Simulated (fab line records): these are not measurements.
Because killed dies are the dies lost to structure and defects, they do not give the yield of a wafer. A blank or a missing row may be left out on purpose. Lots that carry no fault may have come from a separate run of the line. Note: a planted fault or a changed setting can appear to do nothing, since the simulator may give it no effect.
Lot-split experiment || flow n5 finfet || 21 wafers read from 7 lots, route of 1938 steps

== ON THE SPLIT ==
At N5_BEOL_M0_CUTY_COAT_51 (resist thk 150 nm), the setting spin rpm was moved away from the recipe's 1500 rpm on 4 of the 21 wafers read, by -7.1% to +10.3%. For the rest of the wafers, this setting stayed at what the recipe calls for.

The reading is taken at the split's own step.

== THE READING ==
CAR-ArF-block_of_BEOL_M0_CUTY_COAT_51.thk nm (the simulator's own value, which no gauge read), in nm, at N5_BEOL_M0_CUTY_COAT_51 (resist thk 150 nm). There is no usual value for it anywhere in the file. Across the 17 wafers here that went through the recipe, the average is 150.0 nm and the standard deviation 0.35 nm.

{"wafer": "L074.1", "tool, chamber at the split": "litho track-04, 0", "spin rpm as run, rpm": 1500, "against the recipe": "recipe", "CAR-ArF-block_of_BEOL_M0_CUTY_COAT_51.thk nm, nm": 150.2, "against lot-mates on the recipe": "-"}
{"wafer": "L074.2", "tool, chamber at the split": "litho track-04, 0", "spin rpm as run, rpm": 1500, "against the recipe": "recipe", "CAR-ArF-block_of_BEOL_M0_CUTY_COAT_51.thk nm, nm": 150.2, "against lot-mates on the recipe": "-"}
{"wafer": "L074.5", "tool, chamber at the split": "litho track-04, 0", "spin rpm as run, rpm": 1500, "against the recipe": "recipe", "CAR-ArF-block_of_BEOL_M0_CUTY_COAT_51.thk nm, nm": 149.8, "against lot-mates on the recipe": "-"}
{"wafer": "L078.1", "tool, chamber at the split": "litho track-03, 0", "spin rpm as run, rpm": 1500, "against the recipe": "recipe", "CAR-ArF-block_of_BEOL_M0_CUTY_COAT_51.thk nm, nm": 149.8, "against lot-mates on the recipe": "-"}
{"wafer": "L078.3", "tool, chamber at the split": "litho track-03, 0", "spin rpm as run, rpm": 1500, "against the recipe": "recipe", "CAR-ArF-block_of_BEOL_M0_CUTY_COAT_51.thk nm, nm": 150, "against lot-mates on the recipe": "-"}
{"wafer": "L078.4", "tool, chamber at the split": "litho track-03, 0", "spin rpm as run, rpm": 1500, "against the recipe": "recipe", "CAR-ArF-block_of_BEOL_M0_CUTY_COAT_51.thk nm, nm": 150, "against lot-mates on the recipe": "-"}
{"wafer": "L079.1", "tool, chamber at the split": "litho track-05, 0", "spin rpm as run, rpm": 1654, "against the recipe": "+10.3%", "CAR-ArF-block_of_BEOL_M0_CUTY_COAT_51.thk nm, nm": 142.4, "against lot-mates on the recipe": -6.8}
{"wafer": "L079.2", "tool, chamber at the split": "litho track-05, 0", "spin rpm as run, rpm": 1500, "against the recipe": "recipe", "CAR-ArF-block_of_BEOL_M0_CUTY_COAT_51.thk nm, nm": 149.2, "against lot-mates on the recipe": "-"}
{"wafer": "L079.6", "tool, chamber at the split": "litho track-05, 0", "spin rpm as run, rpm": 1654, "against the recipe": "+10.3%", "CAR-ArF-block_of_BEOL_M0_CUTY_COAT_51.thk nm, nm": 142.2, "against lot-mates on the recipe": -7.0}
{"wafer": "L080.4", "tool, chamber at the split": "litho track-05, 0", "spin rpm as run, rpm": 1500, "against the recipe": "recipe", "CAR-ArF-block_of_BEOL_M0_CUTY_COAT_51.thk nm, nm": 150.6, "against lot-mates on the recipe": "-"}
{"wafer": "L080.5", "tool, chamber at the split": "litho track-05, 0", "spin rpm as run, rpm": 1500, "against the recipe": "recipe", "CAR-ArF-block_of_BEOL_M0_CUTY_COAT_51.thk nm, nm": 149.8, "against lot-mates on the recipe": "-"}
{"wafer": "L080.6", "tool, chamber at the split": "litho track-05, 0", "spin rpm as run, rpm": 1500, "against the recipe": "recipe", "CAR-ArF-block_of_BEOL_M0_CUTY_COAT_51.thk nm, nm": 150.2, "against lot-mates on the recipe": "-"}
{"wafer": "L084.2", "tool, chamber at the split": "litho track-03, 0", "spin rpm as run, rpm": 1500, "against the recipe": "recipe", "CAR-ArF-block_of_BEOL_M0_CUTY_COAT_51.thk nm, nm": 150.6, "against lot-mates on the recipe": "-"}
{"wafer": "L084.4", "tool, chamber at the split": "litho track-03, 0", "spin rpm as run, rpm": 1500, "against the recipe": "recipe", "CAR-ArF-block_of_BEOL_M0_CUTY_COAT_51.thk nm, nm": 150.6, "against lot-mates on the recipe": "-"}
{"wafer": "L084.3", "tool, chamber at the split": "litho track-03, 0", "spin rpm as run, rpm": 1500, "against the recipe": "recipe", "CAR-ArF-block_of_BEOL_M0_CUTY_COAT_51.thk nm, nm": 150.2, "against lot-mates on the recipe": "-"}
{"wafer": "L089.2", "tool, chamber at the split": "litho track-04, 0", "spin rpm as run, rpm": 1500, "against the recipe": "recipe", "CAR-ArF-block_of_BEOL_M0_CUTY_COAT_51.thk nm, nm": 149.8, "against lot-mates on the recipe": "-"}
{"wafer": "L089.3", "tool, chamber at the split": "litho track-04, 0", "spin rpm as run, rpm": 1500, "against the recipe": "recipe", "CAR-ArF-block_of_BEOL_M0_CUTY_COAT_51.thk nm, nm": 149.8, "against lot-mates on the recipe": "-"}
{"wafer": "L089.4", "tool, chamber at the split": "litho track-04, 0", "spin rpm as run, rpm": 1500, "against the recipe": "recipe", "CAR-ArF-block_of_BEOL_M0_CUTY_COAT_51.thk nm, nm": 149.8, "against lot-mates on the recipe": "-"}
{"wafer": "L091.1", "tool, chamber at the split": "litho track-05, 0", "spin rpm as run, rpm": 1500, "against the recipe": "recipe", "CAR-ArF-block_of_BEOL_M0_CUTY_COAT_51.thk nm, nm": 150, "against lot-mates on the recipe": "-"}
{"wafer": "L091.2", "tool, chamber at the split": "litho track-05, 0", "spin rpm as run, rpm": 1393, "against the recipe": "-7.1%", "CAR-ArF-block_of_BEOL_M0_CUTY_COAT_51.thk nm, nm": 155.6, "against lot-mates on the recipe": "+5.6"}
{"wafer": "L091.6", "tool, chamber at the split": "litho track-05, 0", "spin rpm as run, rpm": 1393, "against the recipe": "-7.1%", "CAR-ArF-block_of_BEOL_M0_CUTY_COAT_51.thk nm, nm": 155.8, "against lot-mates on the recipe": "+5.8"}

FIT RESULTS
A straight line over all 21 wafers: CAR-ArF-block_of_BEOL_M0_CUTY_COAT_51.thk nm changes by -0.767 nm for each +1% of spin rpm; r = -0.99; the points scatter about the line by 0.34 nm.
The same after taking each lot's own level away (the mean of its wafers on the recipe; 21 wafers): -0.715 nm for each +1%; r = -1.00; scatter 0.28 nm.
That fit puts the effect of the largest move of spin rpm on the reading at 7.3 nm.
From 149.20 to 150.47 nm: that is the span of the lots' own levels, equal to 3.6 times the standard deviation above.
Consequently the slope shifts little with the lot-to-lot level, the two slopes agreeing.
Check: with one of the wafers moved furthest among these (+10.3%) left out of the fit, the line predicts -7.5 nm for it against its lot-mates. It came out at -6.8 nm against them.

== THE OTHER SPLITS THESE WAFERS WENT THROUGH ==
Before the reading, these wafers also passed through other splits. Each is held against what the fit with the lots' levels taken away leaves over:
{"other split on the same wafers": "N5_ILD0_ALD_15 ald cycles", "wafers away from the commonest value": 6, "r with CAR-ArF-block_of_BEOL_M0_CUTY_COAT_51.thk nm (lot level and that fit taken away)": -0.19}
{"other split on the same wafers": "N5_GATE_CUT_ETCH_58 time s", "wafers away from the commonest value": 7, "r with CAR-ArF-block_of_BEOL_M0_CUTY_COAT_51.thk nm (lot level and that fit taken away)": -0.28}
{"other split on the same wafers": "N5_GATE_CUT_COAT_27 spin rpm", "wafers away from the commonest value": 4, "r with CAR-ArF-block_of_BEOL_M0_CUTY_COAT_51.thk nm (lot level and that fit taken away)": "+0.17"}
{"other split on the same wafers": "N5_GATE_CUT_COAT_07 spin rpm", "wafers away from the commonest value": 4, "r with CAR-ArF-block_of_BEOL_M0_CUTY_COAT_51.thk nm (lot level and that fit taken away)": "+0.38"}
{"other split on the same wafers": "N5_MOL_CONTACT_COAG_VIA_ETCH_117 bias w", "wafers away from the commonest value": 7, "r with CAR-ArF-block_of_BEOL_M0_CUTY_COAT_51.thk nm (lot level and that fit taken away)": "+0.08"}

== THE FILE'S OWN FIT ==
CAR-ArF-block_of_BEOL_M0_CUTY_COAT_51.thk nm changes by -0.713 nm for each +1% of spin rpm, r = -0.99.
